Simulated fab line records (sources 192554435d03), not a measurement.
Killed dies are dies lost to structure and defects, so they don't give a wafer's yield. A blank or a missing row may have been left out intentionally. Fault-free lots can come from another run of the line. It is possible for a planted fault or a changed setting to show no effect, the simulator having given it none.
fab line records	flow n5_finfet
[record] lots = 9	wafers = 27	last_day = 17
route steps=1938 shown SD_EPI_P@314 ILD0@340 SDB@358 BEOL_M4@1111 PASSIVATION@1936
lots that met no fault: taken from a fault-free run of the same line
start_h: hours from the record's first day to the start of the lot's first wafer shown	wait_h: hours elapsed since this lot's preceding step	" unchanged from the row above	L1.1+2: a row that stands for several wafers	- no value present, or no start provided	* or withheld: withheld	< > ~ a bound
route shown NAME@n: NAME is a module with steps in the file, n the number in the route of the first one	usual: mean/standard deviation of fault-free wafers	same: alike in all rows	chamber/n: place in a boat	sites: the reading at each site	_std_site: standard deviation of those values	_edge_site: outer sites' mean less inner sites'	radius_mm: for every site, how far away it sits from the centre of the wafer	mask NAME#n: copy n	behind: the last tool/chamber to shape the wafer	hold: what put the lot on hold/how long, in hours/how the hold closed	device: which transistor (n, p or np) failed to switch	end of line: at the end of the route, the tests of the same wafers	where a step has no rows: the recipe by itself	killed: not the wafer's yield, but the dies lost to structure and defects at the first sort	map: dies across one wafer; x = killed, . = not, _ = none there
set.NAME: the setting as run; set.NAME@STEP: as run at that earlier step	model.NAME: the simulator's own value behind a step, which no gauge read
the route's steps for a sample of lots (tables are steps, rows are wafers)
services: the hour from which a tool's chamber was out of use, counted from the record's first day as start_h (under 0 if before that day), plus the number of hours and why
[[steps]]
[step N5_SD_EPI_P_SD_RECESS_17]
[recipe] chemistry = HBr/Cl2/O2	target_depth_a = 391	bt_time_s = 3	pressure_mtorr = 10	icp_w = 800	bias_w = 112	HBr_flow_sccm = 150	Cl2_flow_sccm = 80	O2_flow_sccm = 12
[usual] drypump_motor_current_A = 5.66/0.24	mfc_cl2_sccm = 79.97/0.21	oes_product_au = 0.996/0.015	throttle_valve_pct = 37.16/0.19
lot.wafer	tool	chamber	start_h	wait_h	drypump_motor_current_A	mfc_cl2_sccm	oes_product_au	rf_hours_counter_h	throttle_valve_pct
L904.1	rie_si-01	3	71.89	0.0	5.70	80.29	0.980	75	37.51
L904.3	"	0	"	"	5.32	79.87	0.995	25	37.11
L904.5	"	1	"	"	5.58	80.01	0.990	-	37.09
L907.2	rie_si-03	0	94.34	0.0	5.86	80.12	1.005	86	36.95
L907.3	"	1	"	"	5.37	80.08	1.010	187	37.08
L907.5	"	3	"	"	5.78	80.09	0.999	-	37.32
L911.2	rie_si-02	1	121.41	0.0	5.52	80.09	0.986	98	36.90
L911.5	"	2	"	"	5.94	79.71	0.970	-	37.35
L911.6	"	3	"	"	5.99	80.17	1.010	-	37.09
L912.3	rie_si-02	3	130.97	0.0	6.00	79.86	0.999	178	37.11
L912.4	"	2	"	"	5.94	79.79	0.973	172	37.33
L912.6	"	2	"	"	5.95	79.81	0.976	-	37.34
L919.2	rie_si-02	3	161.49	0.0	6.00	80.02	1.008	179	37.10
L919.3	"	1	"	"	5.52	79.93	0.995	99	36.86
L919.6	"	2	"	"	5.94	80.19	0.983	-	37.36
L920.1	rie_si-01	0	169.23	0.0	5.33	79.70	0.992	27	37.12
L920.2	"	3	"	"	5.61	79.98	0.978	77	37.50
L920.6	"	3	"	"	5.62	79.89	0.965	-	37.52
L921.1	rie_si-01	3	178.38	0.0	5.63	79.87	0.969	77	37.50
L921.2	"	1	"	"	5.56	80.20	0.984	165	37.08
L921.6	"	2	"	"	5.97	79.92	1.011	-	36.98
L923.2	rie_si-01	2	188.76	0.0	5.96	80.19	1.017	87	36.96
L923.5	"	3	"	"	5.70	79.72	0.977	-	37.48
L923.6	"	2	"	"	5.96	79.97	1.007	-	36.98
L924.4	rie_si-03	3	192.38	0.0	5.78	79.54	1.005	32	37.32
L924.5	"	2	"	"	5.66	80.14	0.996	-	37.36
L924.6	"	3	"	"	5.77	79.89	1.007	-	37.31
[step N5_ILD0_CMP_07]
[recipe] stop_on = poly-Si	material = SiO2_flowable	t_overpolish_s = 1.18	post_cmp_clean = alkaline_brush	down_force_psi = 4.1491	platen_rpm = 51.796	pad_velocity_m_s = 1.0306	target_thk_nm = 138.88
[usual] edge_zone_pressure_frac = 1.001/0.005	head_pressure_psi = 4.150/0.0084	motor_current_A = 12.0/1.1	slurry_filter_dp_kPa = 13.51/0.13
lot.wafer	tool	chamber	start_h	wait_h	edge_zone_pressure_frac	head_pressure_psi	motor_current_A	slurry_filter_dp_kPa
L904.1	cmp-02	1	79.76	0.4	1.004	4.137	14.0	13.59
L904.3	"	2	"	"	1.002	4.145	10.6	13.62
L904.5	"	0	"	"	1.012	4.139	11.9	13.50
L907.3	cmp-01	0	101.38	0.0	0.997	4.157	10.2	13.55
L907.2	"	3	"	"	0.999	4.160	10.5	13.63
L907.5	"	0	"	"	1.000	4.158	10.7	13.67
L911.2	cmp-04	1	128.54	0.5	0.996	4.156	12.0	13.46
L911.5	"	1	"	"	1.001	4.160	12.2	13.56
L911.6	"	2	"	"	1.000	4.159	12.5	13.58
L912.4	cmp-01	3	137.65	0.0	1.008	4.146	11.0	13.68
L912.3	"	1	"	"	1.003	4.149	13.1	13.43
L912.6	"	3	"	"	1.000	4.134	10.4	13.64
L919.2	cmp-02	2	168.11	0.1	-	-	-	-
L919.3	"	3	"	"	-	-	-	-
L919.6	"	2	"	"	-	-	-	-
L920.2	cmp-02	0	177.72	0.0	-	-	-	-
L920.1	"	2	"	"	-	-	-	-
L920.6	"	1	"	"	-	-	-	-
L921.2	cmp-01	1	186.02	0.1	-	-	-	-
L921.1	"	3	"	"	-	-	-	-
L921.6	"	1	"	"	-	-	-	-
L923.2	cmp-02	0	196.28	0.1	1.004	4.152	12.2	13.57
L923.6	"	1	"	"	1.000	4.157	14.5	13.61
L923.5	"	2	"	"	1.002	4.140	9.8	13.44
L924.4	cmp-02	2	199.01	0.1	1.000	4.142	10.6	13.43
L924.6	"	3	"	"	1.002	4.138	11.5	13.24
L924.5	"	0	"	"	1.001	4.142	12.2	13.45
[step N5_ILD0_THK_MEAS_08]
[usual] thk_nm = 138.8/1
lot.wafer	tool	chamber	start_h	wait_h	thk_nm
L904.1	film_metro-01	-	79.98	-	140.0
L904.3	"	-	"	"	139.6
L904.5	"	-	"	"	140.9
L907.2	film_metro-02	-	101.67	-	139.0
L907.3	"	-	"	"	139.2
L907.5	"	-	"	"	139.9
L911.2	film_metro-01	-	128.84	-	139.5
L911.5	"	-	"	"	140.0
L911.6	"	-	"	"	138.9
L912.3	film_metro-02	-	137.94	-	138.8
L912.4	"	-	"	"	138.5
L912.6	"	-	"	"	138.4
L919.2	film_metro-01	-	168.37	0.2	197.2
L919.3	"	-	"	"	196.9
L919.6	"	-	"	"	196.6
L920.1	film_metro-01	-	178.02	0.2	197.5
L920.2	"	-	"	"	198.1
L920.6	"	-	"	"	198.5
L921.1	film_metro-01	-	186.28	0.1	196.8
L921.2	"	-	"	"	197.7
L921.6	"	-	"	"	196.3
L923.2	film_metro-01	-	196.47	-	138.1
L923.5	"	-	"	"	138.4
L923.6	"	-	"	"	138.4
L924.4	film_metro-02	-	199.20	-	138.6
L924.5	"	-	"	"	139.3
L924.6	"	-	"	"	139.1
[step N5_SDB_INSPECT_13]
[recipe] mode = adi	inspect_instrument = brightfield
[usual] raw_defect_count = 79/31
lot.wafer	tool	chamber	start_h	wait_h	raw_defect_count
L904.1	defect_inspect-01	-	83.78	0.0	83
L904.3	"	-	"	"	65
L904.5	"	-	"	"	66
L907.2	defect_inspect-02	-	105.86	0.0	42
L907.3	"	-	"	"	87
L907.5	"	-	"	"	115
L911.2	defect_inspect-02	-	132.62	0.0	104
L911.5	"	-	"	"	96
L911.6	"	-	"	"	105
L912.3	defect_inspect-01	-	141.81	0.0	46
L912.4	"	-	"	"	44
L912.6	"	-	"	"	100
L923.2	defect_inspect-01	-	200.93	0.0	53
L923.5	"	-	"	"	97
L923.6	"	-	"	"	56
L924.4	defect_inspect-02	-	202.98	0.0	61
L924.5	"	-	"	"	70
L924.6	"	-	"	"	58
[step N5_SDB_ETCH_17]
[recipe] chemistry = CF4	target = SiARC	target_depth_a = 234	mask_material = CAR-ArF	time_s = 39	ion_energy_ev = 80	pressure_mtorr = 40	source_w = 545	bias_w = 36	Ar_flow_sccm = 100	cf4_flow_sccm = 100	ends = cleared
[usual] drypump_motor_current_A = 5.8/0.49	etch_rf_on_time_s = 39.2/0.62	oes_product_au = 0.67/0.066	rf_vpp_V = 184.3/1.3	showerhead_plenum_p_Torr = 2.17/0.076	throttle_valve_pct = 15.52/0.23
lot.wafer	tool	chamber	start_h	wait_h	drypump_motor_current_A	etch_rf_on_time_s	oes_product_au	rf_hours_counter_h	rf_vpp_V	showerhead_plenum_p_Torr	throttle_valve_pct
L904.1	rie_diel-01	1	83.87	0.0	6.1	40.3	0.63	160	182.4	2.06	15.48
L904.3	"	0	"	"	5.5	40.0	0.60	218	185.5	2.21	15.46
L904.5	"	0	"	"	5.5	40.0	0.60	-	184.6	2.21	15.46
L907.2	rie_diel-03	1	106.33	0.0	5.7	39.0	0.70	76	184.9	2.26	15.25
L907.3	"	3	"	"	6.3	38.6	0.69	105	184.0	2.07	15.47
L907.5	"	1	"	"	5.7	39.3	0.70	-	186.7	2.26	15.26
L911.2	rie_diel-03	0	132.69	0.0	6.3	38.4	0.80	13	182.9	2.11	15.41
L911.5	"	1	"	"	5.7	39.0	0.69	-	187.3	2.26	15.27
L911.6	"	0	"	"	6.3	38.6	0.80	-	184.0	2.11	15.43
L912.3	rie_diel-05	1	142.05	0.0	6.2	39.1	0.61	227	184.1	2.12	15.75
L912.4	"	2	"	"	6.3	39.8	0.61	181	184.4	2.14	15.78
L912.6	"	3	"	"	5.3	39.8	0.63	-	184.2	2.14	15.75
L923.2	rie_diel-03	2	201.32	0.0	6.6	39.4	0.61	214	184.8	2.21	15.97
L923.5	"	3	"	"	6.3	38.4	0.67	-	182.0	2.06	15.53
L923.6	"	2	"	"	6.6	39.6	0.60	-	185.2	2.21	15.95
L924.4	rie_diel-01	1	203.05	0.0	6.1	40.0	0.60	205	182.1	2.04	15.57
L924.5	"	2	"	"	5.4	38.3	0.70	-	187.0	2.26	15.38
L924.6	"	3	"	"	5.1	39.0	0.69	-	184.9	2.25	15.29
[step N5_BEOL_M4_RC_MEAS_101]
[usual] DIBL_N = 36.3/1.4	DIBL_P = 35.7/1.5	IOFF_N = 0.155/0.022	IOFF_P = 0.204/0.027	ION_N = 671/9	ION_P = 459/6.2	SS_N = 71.5/0.54	SS_P = 73.1/0.56	VT_N = 250.2/2.6	VT_P = -251/3.3
lot.wafer	tool	chamber	start_h	wait_h	DIBL_N[mV/V]	DIBL_P[mV/V]	IOFF_N[nA/um]	IOFF_P[nA/um]	ION_N[uA/um]	ION_P[uA/um]	SS_N[mV/dec]	SS_P[mV/dec]	VT_N[mV]	VT_P[mV]
L904.1	prober-02	0	189.13	0.0	35.0	34.9	0.137	0.171	663	453	70.7	72.3	250.8	-255
L904.3	"	0	"	"	36.4	36.8	0.176	0.195	682	464	71.5	73.4	245.6	-254
L904.5	"	0	"	"	38.2	38.8	0.212	0.222	686	456	71.1	73.6	243.2	-252
L907.2	prober-01	0	209.97	0.2	39.1	38.6	0.197	0.257	682	466	72.3	73.6	247.3	-245
L907.3	"	0	"	"	38.6	37.1	0.182	0.242	665	454	71.6	74.0	248.6	-246
L907.5	"	0	"	"	38.9	37.1	0.195	0.238	678	458	73.4	73.4	250.4	-249
L911.2	prober-01	0	238.25	0.2	37.1	37.5	0.163	0.199	676	461	72.0	73.3	248.6	-251
L911.5	"	0	"	"	36.2	36.3	0.154	0.191	679	459	71.6	73.1	250.6	-253
L911.6	"	0	"	"	36.8	37.2	0.159	0.209	664	455	71.5	73.6	250.3	-253
L912.3	prober-01	0	240.33	0.3	38.0	37.9	0.180	0.227	677	463	71.9	73.6	247.7	-250
L912.4	"	0	"	"	35.7	35.1	0.140	0.175	677	456	71.7	73.2	252.3	-255
L912.6	"	0	"	"	35.8	35.1	0.141	0.172	655	449	71.4	72.9	253.1	-254
L923.2	prober-01	0	302.79	0.2	33.6	33.7	0.105	0.161	653	456	71.3	72.2	254.8	-251
L923.5	"	0	"	"	36.1	36.6	0.139	0.207	663	461	71.6	73.2	251.6	-251
L923.6	"	0	"	"	33.8	33.5	0.106	0.159	644	452	70.9	72.9	255.0	-254
L924.4	prober-01	0	307.64	0.5	35.3	34.7	0.137	0.179	669	460	71.7	72.8	250.5	-255
L924.5	"	0	"	"	37.3	35.9	0.166	0.192	671	452	71.9	72.1	249.3	-252
L924.6	"	0	"	"	35.1	34.5	0.135	0.178	668	457	71.5	72.3	253.9	-253
[step N5_PASSIVATION_PROBE_49]
[usual] defect_limited_yield = 91.0/1.5	killed_at_M0_to_M3 = 36/12	killed_at_M4_up = 14/5.5	killed_at_contacts = 11/4.8	killed_at_front_end = 42/12	killed_at_other = 3.7/2.7	killed_dies = 106/18	killed_on_rim = 13/4.5	killed_open = 70/13	killed_short = 35/8.2	sort_bin_5_function = 5.3/1	sort_bin_6_memory = 3.3/0.69	sort_n_pass = 1074/18	sort_yield_pct = 91.0/1.5
[same] gross_dies = 1180	killed_at_back_side = 0	sort_bin_4_leakage[%] = 0	sort_bin_8_speed[%] = 0
lot.wafer	tool	chamber	start_h	wait_h	defect_limited_yield[%]	killed_at_M0_to_M3	killed_at_M4_up	killed_at_contacts	killed_at_front_end	killed_at_other	killed_dies	killed_on_rim	killed_open	killed_short	sort_bin_5_function[%]	sort_bin_6_memory[%]	sort_n_pass	sort_yield_pct[%]
L919.2	prober-01	-	379.83	0.1	0	31	15	11	1123	0	1180	152	72	37	96.1	3.4	0	0
L919.3	prober-01	-	379.88	0.1	0	41	15	3	1113	8	1180	152	71	50	95.4	4.2	0	0
L919.6	prober-01	-	380.03	0.3	0	36	13	12	1118	1	1180	152	74	43	96.4	3.4	0	0
L920.1	prober-01	-	399.64	0.0	0	44	13	6	1109	8	1180	152	81	43	95.7	4.1	0	0
L920.2	prober-01	-	399.69	0.1	0	40	15	19	1106	0	1180	152	75	40	96.1	3.6	0	0
L920.6	prober-01	-	399.89	0.3	0	48	14	9	1105	4	1180	152	87	39	96.1	3.6	0	0
L921.1	prober-01	-	401.25	0.0	0	48	13	3	1113	3	1180	152	63	35	97.5	2.4	0	0
L921.2	prober-01	-	401.30	0.1	0	31	8	7	1133	1	1180	152	64	42	95.8	4.1	0	0
L921.6	prober-01	-	401.50	0.3	0	56	17	8	1095	4	1180	152	102	44	95.4	4.2	0	0
// killed by level:class
L919.2 ILD0:area_cmp=1070 STI_FIN_REVEAL:geometric_particle:open=11 FIN_SAQP:geometric_particle:open=10 MOL_CONTACT_COAG:geometric_particle:open=9 BEOL_M0_SAQP:geometric_particle:short=9 FIN_SAQP:geometric_particle:short=8 BEOL_M1:geometric_particle:open=7 STI_FIN_REVEAL:geometric_particle:short=6
L919.3 ILD0:area_cmp=1059 STI_FIN_REVEAL:geometric_particle:open=15 BEOL_M0_SAQP:geometric_particle:short=9 FIN_SAQP:geometric_particle:open=8 FIN_SAQP:geometric_particle:short=8 BEOL_M2:geometric_particle:short=8 DUMMY_GATE:geometric_particle:open=7 BEOL_M0_SAQP:geometric_particle:open=7
L919.6 ILD0:area_cmp=1062 FIN_SAQP:geometric_particle:short=12 FIN_SAQP:geometric_particle:open=11 GATE_CUT:geometric_particle:short=10 MOL_CONTACT_COAG:geometric_particle:open=10 STI_FIN_REVEAL:geometric_particle:open=8 BEOL_M0_SAQP:geometric_particle:short=7 BEOL_M3:geometric_particle:open=7
L920.1 ILD0:area_cmp=1056 STI_FIN_REVEAL:geometric_particle:open=12 FIN_SAQP:geometric_particle:open=11 FIN_SAQP:geometric_particle:short=9 BEOL_M0_SAQP:geometric_particle:short=7 BEOL_M0_SAQP:geometric_particle:open=7 BEOL_M2:geometric_particle:open=7 MOL_CONTACT_COAG:geometric_particle:open=6
L920.2 ILD0:area_cmp=1065 MOL_CONTACT_COAG:geometric_particle:open=15 BEOL_M0_SAQP:geometric_particle:open=9 FIN_SAQP:geometric_particle:open=8 BEOL_M0_SAQP:geometric_particle:short=8 FIN_SAQP:geometric_particle:short=7 STI_FIN_REVEAL:geometric_particle:open=7 BEOL_M1:geometric_particle:open=6
L920.6 ILD0:area_cmp=1054 BEOL_M2:geometric_particle:open=15 FIN_SAQP:geometric_particle:open=11 BEOL_M1:geometric_particle:open=10 MOL_CONTACT_COAG:geometric_particle:open=6 BEOL_M5:geometric_particle:open=6 STI_FIN_REVEAL:geometric_particle:open=5 GATE_CUT:geometric_particle:short=5
L921.1 ILD0:area_cmp=1082 BEOL_M0_SAQP:geometric_particle:short=14 FIN_SAQP:geometric_particle:open=10 STI_FIN_REVEAL:geometric_particle:open=7 BEOL_M1:geometric_particle:open=7 BEOL_M4:geometric_particle:open=6 BEOL_M3:geometric_particle:open=6 FIN_SAQP:geometric_particle:short=5
L921.2 ILD0:area_cmp=1074 FIN_SAQP:geometric_particle:open=16 FIN_SAQP:geometric_particle:short=14 STI_FIN_REVEAL:geometric_particle:open=11 BEOL_M0_SAQP:geometric_particle:short=9 BEOL_M0_SAQP:geometric_particle:open=6 BEOL_M4:geometric_particle:open=5 BEOL_M0:geometric_particle:open=4
L921.6 ILD0:area_cmp=1034 FIN_SAQP:geometric_particle:open=18 STI_FIN_REVEAL:geometric_particle:open=14 BEOL_M2:geometric_particle:open=14 BEOL_M0_SAQP:geometric_particle:open=10 BEOL_M4:geometric_particle:open=10 FIN_SAQP:geometric_particle:short=8 BEOL_M0_SAQP:geometric_particle:short=7
[[services]]
tool	chamber	start_h	hours	kind
cmp-02	-	49.36	4.0	pm
cmp-01	-	63.85	7.4	pm
cmp-02	-	66.82	0.3	repair
cmp-04	-	68.05	0.7	repair
cmp-01	-	73.34	6.6	repair
rie_si-03	3	75.19	19.1	repair
cmp-04	-	77.74	4.0	repair
cmp-02	-	93.69	1.8	repair
rie_diel-03	-	94.92	10.0	pm
cmp-01	-	95.28	3.5	repair
cmp-02	-	107.47	5.4	pm
cmp-01	-	108.73	12.0	pm
rie_diel-03	3	109.32	3.6	repair
cmp-04	-	112.04	4.0	pm
rie_si-01	1	118.02	3.2	repair
cmp-01	-	127.49	4.0	repair
rie_diel-03	2	134.14	4.8	repair
rie_si-02	1	143.48	6.7	repair
cmp-02	-	143.95	4.6	pm
rie_si-03	-	149.01	0.2	repair
rie_si-02	2	157.50	1.6	repair
cmp-01	-	176.78	0.4	repair
rie_si-01	1	187.20	8.5	repair
rie_si-02	-	191.67	8.5	repair
[[key]]
[first_sign] step = N5_ILD0_CMP_07	reading = tool_record	direction = missing
[effect] step = N5_ILD0_THK_MEAS_08	reading = thk_nm	direction = up	sigmas = 58	usual = *	struck = *
[effect] step = N5_PASSIVATION_PROBE_49	reading = sort_bin_5_function	direction = up	sigmas = 89	usual = 5.3	struck = 96.1
[more_kills_born_at] N5_ILD0_CMP_07@cmp-02 = 6363	N5_ILD0_CMP_07@cmp-01 = 3189
met_at N5_ILD0_CMP_07
struck_lots L919,L920,L921
later_rows_left_out L919.2,L919.3,L919.6,L920.1,L920.2,L920.6,L921.1,L921.2,L921.6
not_acting_at N5_SD_EPI_P_SD_RECESS_17,N5_SDB_INSPECT_13,N5_SDB_ETCH_17
onset_between 137.65 168.11
[fault] kind = skipped_step_whole	tool = cmp-01,cmp-02	chamber = -	onset_h = 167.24	steps = N5_ILD0_CMP_07	scope = struck_lots_only
// later_rows_left_out: the simulator's readings of these wafers behind a module that went badly wrong aren't trusted and aren't shown, but for the sort
